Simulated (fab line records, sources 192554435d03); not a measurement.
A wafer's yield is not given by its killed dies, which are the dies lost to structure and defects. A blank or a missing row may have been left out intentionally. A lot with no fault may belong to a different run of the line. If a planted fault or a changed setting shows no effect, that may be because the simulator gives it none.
fab line records | flow n5-finfet
record: lots: 7 wafers: 39
route steps=1938 shown ZERO_LAYER@16 FIN_SAQP@100 SD_EPI_N@279 HKMG_FIN@403 MOL_CONTACT_COAG@584
start-h: start of the lot's first displayed wafer, in hours after the record's first day | wait-h: how many hours have passed since the lot's step before this one | " same as the row above | L1.1+2: several wafers, shown together as one row | - value missing, or start not given | * or withheld: withheld | < > ~ a bound
route shown NAME@n: a module of which the file shows steps, and the number in the route of the first | usual: mean/standard deviation taken from wafers without a fault | same: alike in all rows | chamber/n: place in a boat | sites: readings site by site | _std_site: how widely they spread, as a standard deviation | _edge_site: mean of outer sites minus mean of inner sites | radius-mm: how far each site lies from the wafer's centre | mask NAME#n: copy n | behind: the tool/chamber that last shaped the wafer | hold: cause of the lot's hold/its duration in hours/its outcome | device: transistor that didn't switch, given as n, p or np | end of line: at the end of the route, the tests of the same wafers | a step given without rows: its recipe and nothing more | killed: dies that structure and defects cost at the first sort, which is not the same as the wafer's yield | map: a wafer's dies, x killed, . not, _ none there
set.NAME: the setting that was run; set.NAME@STEP: the one run at that earlier step | model.NAME: the simulator's own value behind a step, which no gauge read
lots where settings were altered on purpose, with a table for each step and a row for each wafer
== steps ==
step: N5_ZERO_LAYER_ETCH_18
recipe: chemistry: HBr/Cl2 target: Si target-depth-a: 1200 time-s: 40 pressure-mtorr: 10 icp-w: 800 bias-w: 75 HBr_flow_sccm: 150 Cl2_flow_sccm: 80
columns lot.wafer tool chamber start-h wait-h set.target-depth-a model.ZERO_LAYER.feature-depth-nm model.etch.depth-nm model.coat_of_ZERO_LAYER_COAT_05.thk-nm
L074.2 rie-si-05 2 12.79 0.0 1200 116.4 116.4 932.2
L074.4 " 1 " " 1200 121.4 121.4 929.8
L074.6 " 0 " " 1200 122.6 122.7 926.7
L076.1 rie-si-04 0 25.11 0.0 1758 176.1 176.1 913.1
L076.2 " 2 " " 1758 178.2 178.2 917
L076.3 " 1 " " 1200 120.7 120.7 934
L076.4 " 3 " " 1758 171.7 171.7 914.5
L076.5 " 2 " " 1200 120.2 120.2 932.9
L076.6 " 1 " " 1200 120 120 935.5
L079.1 rie-si-05 1 42.93 0.0 610.1 61.17 61.17 949.7
L079.2 " 2 " " 1200 116.8 116.8 932.1
L079.3 " 0 " " 610.1 63.35 63.35 952.1
L079.4 " 2 " " 1200 117.9 117.9 932.1
L079.5 " 1 " " 610.1 61.25 61.25 952.6
L079.6 " 0 " " 1200 123.7 123.7 930.6
L083.1 rie-si-04 2 67.10 0.0 1200 119.8 119.8 928.8
L083.2 " 3 " " 1200 115.7 115.7 933.7
L083.3 " 1 " " 1200 120 120 931.1
L083.4 " 0 " " 1200 117.6 117.6 931.9
L083.5 " 3 " " 1200 116 116 932.1
L083.6 " 2 " " 1200 120.1 120.1 932
L088.1 rie-si-05 1 97.06 0.0 1381 139.8 139.8 918.4
L088.2 " 2 " " 1200 117 117 930.4
L088.3 " 3 " " 1200 123 123 927.2
L088.4 " 0 " " 1381 142.6 142.6 924.4
L088.5 " 3 " " 1200 123 123 929.2
L088.6 " 2 " " 1381 134.1 134.1 923
L092.1 rie-si-05 3 120.79 0.0 1200 123.2 123.2 933.7
L092.2 " 0 " " 1200 123.4 123.4 935.1
L092.3 " 2 " " 1763 171 171 917.2
L092.4 " 1 " " 1200 121.1 121.1 939.1
L092.5 " 2 " " 1763 171.7 171.7 918.9
L092.6 " 3 " " 1763 179.9 179.9 913.3
L093.1 rie-si-04 1 126.94 0.0 1200 119.9 119.9 933.7
L093.2 " 0 " " 1544 154.4 154.4 921.2
L093.3 " 2 " " 1200 120.9 120.9 932.5
L093.4 " 3 " " 1200 116.5 116.5 931.8
L093.5 " 0 " " 1544 153.6 153.6 921.3
L093.6 " 1 " " 1544 154.6 154.6 919.5
step: N5_ZERO_LAYER_STRIP_24
recipe: chemistry: O2 power-w: 1000 temp-c: 250 overash-fraction: 0.3 pressure-mtorr: 1000 o2-flow-sccm: 6750
usual: strip-time-to-endpoint-s: 43.83/0.1
columns lot.wafer tool chamber start-h wait-h set.target-depth-a@ZERO_LAYER_ETCH_18 strip-time-to-endpoint-s
L074.2 plasma-asher-02 1 12.89 0.1 1200 43.90
L074.4 " 0 " " 1200 43.83
L074.6 " 1 " " 1200 43.74
L076.1 plasma-asher-02 1 25.22 0.1 1758 43.33
L076.2 " 0 " " 1758 43.44
L076.3 " 1 " " 1200 43.96
L076.4 " 0 " " 1758 43.36
L076.5 " 1 " " 1200 43.93
L076.6 " 0 " " 1200 43.99
L079.1 plasma-asher-01 0 43.04 0.1 610.1 44.43
L079.2 " 1 " " 1200 43.89
L079.3 " 0 " " 610.1 44.49
L079.4 " 1 " " 1200 43.90
L079.5 " 0 " " 610.1 44.49
L079.6 " 1 " " 1200 43.86
L083.1 plasma-asher-01 0 67.20 0.1 1200 43.80
L083.2 " 1 " " 1200 43.98
L083.3 " 0 " " 1200 43.87
L083.4 " 1 " " 1200 43.90
L083.5 " 0 " " 1200 43.89
L083.6 " 1 " " 1200 43.89
L088.1 plasma-asher-02 1 97.16 0.1 1381 43.49
L088.2 " 0 " " 1200 43.84
L088.3 " 1 " " 1200 43.75
L088.4 " 0 " " 1381 43.67
L088.5 " 0 " " 1200 43.82
L088.6 " 1 " " 1381 43.63
L092.1 plasma-asher-02 1 120.89 0.1 1200 43.96
L092.2 " 0 " " 1200 43.99
L092.3 " 0 " " 1763 43.47
L092.4 " 1 " " 1200 44.12
L092.5 " 0 " " 1763 43.49
L092.6 " 1 " " 1763 43.35
L093.1 plasma-asher-02 0 127.04 0.1 1200 43.95
L093.2 " 1 " " 1544 43.56
L093.3 " 0 " " 1200 43.92
L093.4 " 1 " " 1200 43.87
L093.5 " 1 " " 1544 43.59
L093.6 " 0 " " 1544 43.52
step: N5_FIN_SAQP_PECVD_06
recipe: material: a-Si target-thk-a: 600 temp-c: 400 precursor: SiH4/He pressure-torr: 3 rf-w: 100 time-s: 48.1
columns lot.wafer tool chamber start-h wait-h set.time-s model.a-Si_of_FIN_SAQP_PECVD_06.thk-nm
L074.2 pecvd-01 0 20.79 0.0 48.1 59.28
L074.4 " 2 " " 48.1 60.16
L074.6 " 1 " " 48.1 59.9
L076.1 pecvd-03 0 33.99 0.0 34.7 42.59
L076.2 " 1 " " 48.1 58.64
L076.3 " 2 " " 34.7 43.3
L076.4 " 0 " " 48.1 59.89
L076.5 " 2 " " 34.7 43.43
L076.6 " 1 " " 48.1 60.42
L079.1 pecvd-03 1 51.16 0.0 48.1 59.42
L079.2 " 2 " " 48.1 59.65
L079.3 " 0 " " 48.1 59.28
L079.4 " 0 " " 48.1 60.29
L079.5 " 2 " " 48.1 61.77
L079.6 " 1 " " 48.1 60.57
L083.1 pecvd-03 1 75.35 0.0 48.1 59.07
L083.2 " 0 " " 58.14 70.91
L083.3 " 2 " " 58.14 72.67
L083.4 " 1 " " 58.14 72.8
L083.5 " 2 " " 48.1 59.96
L083.6 " 0 " " 48.1 59.91
L088.1 pecvd-01 2 106.73 0.0 48.1 59.71
L088.2 " 1 " " 48.1 59.18
L088.3 " 0 " " 62.03 77
L088.4 " 1 " " 62.03 77.67
L088.5 " 0 " " 62.03 77.83
L088.6 " 2 " " 48.1 60.54
L092.1 pecvd-01 0 129.09 0.0 75.29 94.46
L092.2 " 2 " " 48.1 59.83
L092.3 " 1 " " 75.29 94.32
L092.4 " 1 " " 48.1 61.44
L092.5 " 0 " " 75.29 95.34
L092.6 " 2 " " 48.1 61.03
L093.1 pecvd-01 2 135.19 0.0 48.1 60.58
L093.2 " 1 " " 48.1 60.72
L093.3 " 0 " " 39.24 49
L093.4 " 2 " " 39.24 50.63
L093.5 " 1 " " 48.1 61.92
L093.6 " 0 " " 39.24 49.38
step: N5_FIN_SAQP_THK_MEAS_07
usual: thk-nm: 60.0/0.74
columns lot.wafer tool chamber start-h wait-h set.time-s@FIN_SAQP_PECVD_06 thk-nm
L074.2 film-metro-02 - 20.88 0.1 48.1 59.3
L074.4 " - " " 48.1 60.2
L074.6 " - " " 48.1 59.9
L076.1 film-metro-01 - 34.08 0.1 34.7 42.6
L076.2 " - " " 48.1 58.7
L076.3 " - " " 34.7 43.3
L076.4 " - " " 48.1 59.9
L076.5 " - " " 34.7 43.4
L076.6 " - " " 48.1 60.4
L079.1 film-metro-01 - 51.24 0.1 48.1 59.4
L079.2 " - " " 48.1 59.6
L079.3 " - " " 48.1 59.3
L079.4 " - " " 48.1 60.3
L079.5 " - " " 48.1 61.7
L079.6 " - " " 48.1 60.6
L083.1 film-metro-01 - 75.44 0.1 48.1 59.0
L083.2 " - " " 58.14 70.9
L083.3 " - " " 58.14 72.8
L083.4 " - " " 58.14 72.8
L083.5 " - " " 48.1 60.0
L083.6 " - " " 48.1 59.9
L088.1 film-metro-02 - 106.82 0.1 48.1 59.7
L088.2 " - " " 48.1 59.2
L088.3 " - " " 62.03 77.1
L088.4 " - " " 62.03 77.7
L088.5 " - " " 62.03 77.8
L088.6 " - " " 48.1 60.5
L092.1 film-metro-01 - 129.18 0.1 75.29 94.4
L092.2 " - " " 48.1 59.8
L092.3 " - " " 75.29 94.2
L092.4 " - " " 48.1 61.4
L092.5 " - " " 75.29 95.3
L092.6 " - " " 48.1 61.0
L093.1 film-metro-01 - 135.28 0.1 48.1 60.6
L093.2 " - " " 48.1 60.7
L093.3 " - " " 39.24 49.0
L093.4 " - " " 39.24 50.6
L093.5 " - " " 48.1 61.9
L093.6 " - " " 39.24 49.4
step: N5_FIN_SAQP_HM_DEP_72
recipe: material: SiO2 target-thk-a: 120 temp-c: 400 precursor: SiH4/N2O pressure-torr: 0.75 rf-w: 275 time-s: 7.2
step: N5_FIN_SAQP_COAT_49
recipe: resist: SOC temp-c: 250 time-s: 60 spin-rpm: 1500 resist-thk-nm: 100
step: N5_FIN_SAQP_HM_OPEN_73
recipe: chemistry: CHF3/O2 target: SiO2 stop-on: a-Si target-depth-a: 120 over-etch-frac: 1.8 mask-material: SOC time-s: 16.8 pressure-mtorr: 30 source-w: 650 bias-w: 170 Ar_flow_sccm: 200 CHF3_flow_sccm: 50 O2_flow_sccm: 5 ion-energy-ev: 200 ends: end-point
step: N5_FIN_SAQP_STRIP_74
recipe: chemistry: CHF3/O2 resist: SiARC rf-frequency-hz: 6e+07
step: N5_FIN_SAQP_MANDREL_ETCH_22
recipe: target-depth-a: 600 chemistry: HBr/Cl2 target: a-Si stop-on: SiNx bt-time-s: 10 over-etch-frac: 0.5 time-s: 30 pressure-mtorr: 10 icp-w: 800 bias-w: 75 HBr_flow_sccm: 150 Cl2_flow_sccm: 80 ends: end-point
usual: oes-product-au: 0.765/0.016
columns lot.wafer tool chamber start-h wait-h set.time-s@FIN_SAQP_PECVD_06 oes-product-au model.etch.depth-nm
L074.2 rie-si-05 2 21.65 0.0 48.1 0.745 59.28
L074.4 " 0 " " 48.1 0.772 60.14
L074.6 " 2 " " 48.1 0.744 59.88
L076.1 rie-si-05 3 35.08 0.0 34.7 0.632 42.59
L076.2 " 1 " " 48.1 0.774 58.52
L076.3 " 0 " " 34.7 0.644 43.24
L076.4 " 2 " " 48.1 0.748 59.89
L076.5 " 2 " " 34.7 0.630 43.43
L076.6 " 3 " " 48.1 0.768 60.42
L079.1 rie-si-05 3 52.11 0.0 48.1 0.754 59.42
L079.2 " 2 " " 48.1 0.752 59.65
L079.3 " 1 " " 48.1 0.788 59.28
L079.4 " 0 " " 48.1 0.769 60.27
L079.5 " 1 " " 48.1 0.798 61.77
L079.6 " 2 " " 48.1 0.752 60.57
L083.1 rie-si-05 1 76.33 0.0 48.1 0.779 59.07
L083.2 " 0 " " 58.14 0.858 70.91
L083.3 " 3 " " 58.14 0.857 72.67
L083.4 " 2 " " 58.14 0.838 72.78
L083.5 " 0 " " 48.1 0.775 59.96
L083.6 " 1 " " 48.1 0.791 59.91
L088.1 rie-si-05 0 108.63 0.0 48.1 0.759 59.64
L088.2 " 2 " " 48.1 0.741 59.18
L088.3 " 3 " " 62.03 0.890 77
L088.4 " 1 " " 62.03 0.919 77.55
L088.5 " 1 " " 62.03 0.921 77.83
L088.6 " 2 " " 48.1 0.761 60.54
L092.1 rie-si-05 3 130.31 0.0 75.29 0.999 91.33
L092.2 " 2 " " 48.1 0.749 59.83
L092.3 " 1 " " 75.29 1.023 90.92
L092.4 " 2 " " 48.1 0.756 61.39
L092.5 " 3 " " 75.29 0.995 91.28
L092.6 " 1 " " 48.1 0.793 61.03
L093.1 rie-si-03 2 136.02 0.0 48.1 0.780 60.46
L093.2 " 3 " " 48.1 0.787 60.72
L093.3 " 1 " " 39.24 0.679 48.93
L093.4 " 0 " " 39.24 0.714 50.63
L093.5 " 2 " " 48.1 0.794 61.8
L093.6 " 3 " " 39.24 0.693 49.38
step: N5_FIN_SAQP_STRIP_55
recipe: chemistry: N2/H2 power-w: 500 temp-c: 40 pressure-mtorr: 50 rf-frequency-hz: 6e+07 overash-fraction: 0.3 bias-power-w: 28 h2-frac: 0.5 n2-flow-sccm: 300 h2-flow-sccm: 300
step: N5_FIN_SAQP_STRIP_23
recipe: chemistry: SPM time-s: 750 temp-c: 130 h2so4-h2o2-vol-ratio: 4
step: N5_FIN_SAQP_SRD_39
recipe: dry: ipa-marangoni time-s: 30 temp-c: 23 rinse-liquid: diw
step: N5_FIN_SAQP_INSPECT_40
recipe: inspect-instrument: brightfield mode: aei
usual: raw-defect-count: 244/79
columns lot.wafer tool chamber start-h wait-h set.time-s@FIN_SAQP_PECVD_06 raw-defect-count
L074.2 defect-inspect-02 - 25.75 0.0 48.1 379
L074.4 " - " " 48.1 383
L074.6 " - " " 48.1 255
L076.1 defect-inspect-02 - 38.99 0.0 34.7 139
L076.2 " - " " 48.1 147
L076.3 " - " " 34.7 160
L076.4 " - " " 48.1 195
L076.5 " - " " 34.7 200
L076.6 " - " " 48.1 140
L079.1 defect-inspect-02 - 56.06 0.0 48.1 291
L079.2 " - " " 48.1 219
L079.3 " - " " 48.1 149
L079.4 " - " " 48.1 247
L079.5 " - " " 48.1 227
L079.6 " - " " 48.1 247
L083.1 defect-inspect-02 - 80.59 0.0 48.1 111
L083.2 " - " " 58.14 244
L083.3 " - " " 58.14 180
L083.4 " - " " 58.14 199
L083.5 " - " " 48.1 265
L083.6 " - " " 48.1 204
L088.1 defect-inspect-01 - 113.61 0.0 48.1 208
L088.2 " - " " 48.1 188
L088.3 " - " " 62.03 368
L088.4 " - " " 62.03 269
L088.5 " - " " 62.03 246
L088.6 " - " " 48.1 240
L092.1 defect-inspect-02 - 134.99 0.0 75.29 1757
L092.2 " - " " 48.1 315
L092.3 " - " " 75.29 1789
L092.4 " - " " 48.1 285
L092.5 " - " " 75.29 1979
L092.6 " - " " 48.1 248
L093.1 defect-inspect-02 - 142.35 0.0 48.1 304
L093.2 " - " " 48.1 164
L093.3 " - " " 39.24 141
L093.4 " - " " 39.24 234
L093.5 " - " " 48.1 199
L093.6 " - " " 39.24 130
step: N5_SD_EPI_N_ETCH_16
recipe: chemistry: CHF3/O2 target: SiO2 target-depth-a: 50 mask-material: SOC pressure-mtorr: 30 source-w: 650 bias-w: 170 Ar_flow_sccm: 200 CHF3_flow_sccm: 50 O2_flow_sccm: 5 ion-energy-ev: 200
columns lot.wafer tool chamber start-h wait-h set.target-depth-a model.etch.depth-nm
L074.2 rie-diel-05 3 48.50 0.1 50 4.894
L074.4 " 1 " " 50 4.929
L074.6 " 2 " " 50 4.977
L076.1 rie-diel-03 1 62.21 0.1 50 5.096
L076.2 " 3 " " 62.4 6.397
L076.3 " 2 " " 62.4 6.099
L076.4 " 0 " " 62.4 6.156
L076.5 " 0 " " 50 4.914
L076.6 " 1 " " 50 5.067
L079.1 rie-diel-01 2 79.85 0.1 50 5.001
L079.2 " 1 " " 50 5.003
L079.3 " 3 " " 50 4.973
L079.4 " 1 " " 50 4.954
L079.5 " 2 " " 50 5.009
L079.6 " 3 " " 50 4.967
L083.1 rie-diel-01 2 102.86 0.1 50 4.978
L083.2 " 3 " " 50 4.951
L083.3 " 1 " " 50 4.954
L083.4 " 0 " " 64.5 6.3
L083.5 " 1 " " 64.5 6.397
L083.6 " 0 " " 64.5 6.291
L088.1 rie-diel-05 1 135.68 0.1 50 4.842
L088.2 " 0 " " 64.69 6.503
L088.3 " 3 " " 64.69 6.356
L088.4 " 2 " " 64.69 6.289
L088.5 " 3 " " 50 4.919
L088.6 " 2 " " 50 4.848
L092.1 rie-diel-05 1 156.85 0.1 67.21 6.536
L092.2 " 3 " " 50 4.939
L092.3 " 0 " " 67.21 6.818
L092.4 " 3 " " 67.21 6.565
L092.5 " 1 " " 50 4.835
L092.6 " 0 " " 50 5.026
L093.1 rie-diel-01 0 165.02 0.1 50 4.971
L093.2 " 1 " " 50 4.897
L093.3 " 2 " " 50 4.97
L093.4 " 3 " " 50 4.931
L093.5 " 2 " " 50 4.984
L093.6 " 3 " " 50 4.922
step: N5_HKMG_FIN_ETCH_55
recipe: chemistry: N2/H2 target: SOC target-depth-a: 2400 temp-c: 40 time-s: 300 ion-energy-ev: 200 mask-material: SiARC pressure-mtorr: 30 source-w: 840 bias-w: 150 n2-flow-sccm: 200 h2-flow-sccm: 200
columns lot.wafer tool chamber start-h wait-h set.time-s model.HKMG_FIN.feature-depth-nm model.etch.depth-nm model.SiARC_of_HKMG_FIN_COAT_42.thk-nm
L074.2 rie-diel-01 2 69.40 0.0 300 247.8 247.8 20.6
L074.4 " 3 " " 300 245 244.9 21
L074.6 " 1 " " 300 240.8 240.8 20.6
L076.1 rie-diel-05 0 84.06 0.0 473.3 384.2 384.3 12.6
L076.2 " 2 " " 300 232.6 232.6 21.2
L076.3 " 1 " " 473.3 361.8 361.7 13.6
L076.4 " 3 " " 473.3 373.4 373.4 13
L076.5 " 1 " " 300 231.2 231.3 21.2
L076.6 " 0 " " 300 244.4 244.3 20.8
L079.1 rie-diel-05 3 106.70 0.0 300 237.2 237.2 21
L079.2 " 2 " " 300 230.4 230.5 21.2
L079.3 " 1 " " 300 230 229.9 21.4
L079.4 " 0 " " 300 243.4 243.4 20.8
L079.5 " 0 " " 300 245.6 245.6 20.8
L079.6 " 3 " " 300 236.2 236.2 21.2
L083.1 rie-diel-01 1 123.95 0.0 300 237 237.1 21.2
L083.2 " 3 " " 300 242.4 242.4 21.4
L083.3 " 2 " " 472.2 385 385 13
L083.4 " 2 " " 300 243 243 21.2
L083.5 " 3 " " 472.2 379.2 379.2 13.6
L083.6 " 1 " " 472.2 373.8 373.8 13.2
L088.1 rie-diel-03 2 158.81 0.0 300 234 233.9 21.6
L088.2 " 0 " " 300 229.2 229.3 21.6
L088.3 " 3 " " 300 248.2 248.1 21
L088.4 " 1 " " 476.4 382.4 382.5 12.8
L088.5 " 1 " " 476.4 381.2 381.2 12.6
L088.6 " 0 " " 476.4 360.8 360.9 14
L092.1 rie-diel-05 2 181.15 0.0 300 229.6 229.6 21.2
L092.2 " 0 " " 147 122 121.9 27.8
L092.3 " 1 " " 147 114.2 114.1 28.2
L092.4 " 0 " " 147 120.6 120.6 27.8
L092.5 " 1 " " 300 232.2 232.3 21.2
L092.6 " 2 " " 300 230.8 230.9 21.2
L093.1 rie-diel-05 2 187.51 0.0 300 231 231.1 21.4
L093.2 " 1 " " 300 230.6 230.5 21.4
L093.3 " 0 " " 412.1 341.4 341.4 15.2
L093.4 " 0 " " 300 248 247.9 20.6
L093.5 " 1 " " 412.1 317.6 317.7 16.4
L093.6 " 2 " " 412.1 316.8 316.8 16.4
step: N5_MOL_CONTACT_COAG_ETCHBACK_135
recipe: chemistry: CHF3 target: SiO2 target-depth-a: 250 time-s: 16.7 ion-energy-ev: 200 pressure-mtorr: 30 source-w: 610 bias-w: 170 Ar_flow_sccm: 200 CHF3_flow_sccm: 50
columns lot.wafer tool chamber start-h wait-h set.time-s model.SOC_of_MOL_CONTACT_COAG_COAT_75.thk-nm
L074.2 rie-diel-05 0 98.67 0.0 16.7 57
L074.4+6 " 3,2 " " 16.7 57.2
L076.1+2 rie-diel-01 2,3 110.94 0.0 16.7 57.2
L076.3+4+5+6 " 1,0,1,2 " " 16.7 57.4
L079.1+2+3 rie-diel-03 2,1,0 133.39 0.0 16.7 57.4
L079.4+6 " 3,0 " " 16.7 57.2
L079.5 " 1 " " 16.7 57
L083.1+5 rie-diel-03 2,0 149.28 0.0 16.7 57.6
L083.2+3+6 " 3,1,3 " " 16.7 57.4
L083.4 " 0 " " 16.7 57.2
L088.1 rie-diel-03 2 187.59 0.0 8.638 58.4
L088.2+3+6 " 1,0,2 " " 16.7 57.4
L088.4+5 " 3,1 " " 8.638 58.6
L092.1+4+5 rie-diel-05 1,2,0 209.69 0.0 11.37 58
L092.2 " 0 " " 16.7 57
L092.3+6 " 3,1 " " 16.7 57.4
L093.1+2+6 rie-diel-03 1,3,2 215.89 0.0 16.7 57.2
L093.3+4 " 2,0 " " 8.161 58.6
L093.5 " 1 " " 8.161 58.4
step: N5_MOL_CONTACT_COAG_STRIP_118
recipe: chemistry: CHF3 resist: SiARC rf-frequency-hz: 6e+07
step: N5_MOL_CONTACT_COAG_VIA_ETCH_46
recipe: chemistry: C4F6/O2 target-depth-a: 460 overetch-a: 92 mask-material: SOC target: SiO2 bias-w: 455 pressure-mtorr: 10 time-s: 40 source-w: 325 Ar_flow_sccm: 300 C4F6_flow_sccm: 10 O2_flow_sccm: 10 ion-energy-ev: 575.3 ends: end-point
columns lot.wafer tool chamber start-h wait-h set.time-s@MOL_CONTACT_COAG_ETCHBACK_135 model.SOC_of_MOL_CONTACT_COAG_COAT_75.thk-nm
L074.2 rie-diel-05 0 98.70 0.0 16.7 50.4
L074.4+6 " 3,2 " " 16.7 50.6
L076.1+2+5+6 rie-diel-01 2,3,1,2 110.98 0.0 16.7 50.6
L076.3 " 1 " " 16.7 50.8
L076.4 " 0 " " 16.7 51
L079.1+2+3+6 rie-diel-03 2,1,0,0 133.42 0.0 16.7 50.8
L079.4 " 3 " " 16.7 50.6
L079.5 " 1 " " 16.7 50.4
L083.1+5 rie-diel-03 2,0 149.31 0.0 16.7 51
L083.2 " 3 " " 16.7 50.6
L083.3+4+6 " 1,0,3 " " 16.7 50.8
L088.1 rie-diel-03 2 187.62 0.0 8.638 51.8
L088.2+6 " 1,2 " " 16.7 50.8
L088.3 " 0 " " 16.7 51.2
L088.4 " 3 " " 8.638 52
L088.5 " 1 " " 8.638 52.2
L092.1+5 rie-diel-05 1,0 209.72 0.0 11.37 51.4
L092.2+3 " 0,3 " " 16.7 50.4
L092.4 " 2 " " 11.37 51.6
L092.6 " 1 " " 16.7 51
L093.1+2+6 rie-diel-03 1,3,2 215.92 0.0 16.7 50.6
L093.3+5 " 2,1 " " 8.161 52
L093.4 " 0 " " 8.161 52.2
== key ==
split: step: N5_ZERO_LAYER_ETCH_18 setting: target-depth-a stated: 1200 by: wafer
response: step: N5_ZERO_LAYER_ETCH_18 reading: model.ZERO_LAYER.feature-depth-nm change: +1.16 per: 1% r: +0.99
response: step: N5_ZERO_LAYER_ETCH_18 reading: model.etch.depth-nm change: +1.16 per: 1% r: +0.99
response: step: N5_ZERO_LAYER_ETCH_18 reading: model.coat_of_ZERO_LAYER_COAT_05.thk-nm change: -0.414 per: 1% r: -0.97
response: step: N5_ZERO_LAYER_STRIP_24 reading: strip-time-to-endpoint-s change: * per: 1% r: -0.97
split: step: N5_FIN_SAQP_PECVD_06 setting: time-s stated: 48.1 by: wafer
response: step: N5_FIN_SAQP_PECVD_06 reading: model.a-Si_of_FIN_SAQP_PECVD_06.thk-nm change: +0.602 per: 1% r: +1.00
response: step: N5_FIN_SAQP_THK_MEAS_07 reading: thk-nm change: * per: 1% r: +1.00
response: step: N5_FIN_SAQP_MANDREL_ETCH_22 reading: oes-product-au change: +0.00444 per: 1% r: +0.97
response: step: N5_FIN_SAQP_MANDREL_ETCH_22 reading: model.etch.depth-nm change: +0.566 per: 1% r: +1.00
response: step: N5_FIN_SAQP_INSPECT_40 reading: raw-defect-count shape: bent at-lowest: 166 at-stated: 234 at-highest: 1842
split: step: N5_SD_EPI_N_ETCH_16 setting: target-depth-a stated: 50 by: wafer
response: step: N5_SD_EPI_N_ETCH_16 reading: model.etch.depth-nm change: +0.0492 per: 1% r: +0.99
split: step: N5_HKMG_FIN_ETCH_55 setting: time-s stated: 300 by: wafer
response: step: N5_HKMG_FIN_ETCH_55 reading: model.HKMG_FIN.feature-depth-nm change: +2.34 per: 1% r: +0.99
response: step: N5_HKMG_FIN_ETCH_55 reading: model.etch.depth-nm change: +2.34 per: 1% r: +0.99
response: step: N5_HKMG_FIN_ETCH_55 reading: model.SiARC_of_HKMG_FIN_COAT_42.thk-nm change: -0.138 per: 1% r: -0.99
split: step: N5_MOL_CONTACT_COAG_ETCHBACK_135 setting: time-s stated: 16.7 by: wafer
response: step: N5_MOL_CONTACT_COAG_ETCHBACK_135 reading: model.SOC_of_MOL_CONTACT_COAG_COAT_75.thk-nm change: -0.0245 per: 1% r: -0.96
response: step: N5_MOL_CONTACT_COAG_VIA_ETCH_46 reading: model.SOC_of_MOL_CONTACT_COAG_COAT_75.thk-nm change: -0.0258 per: 1% r: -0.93
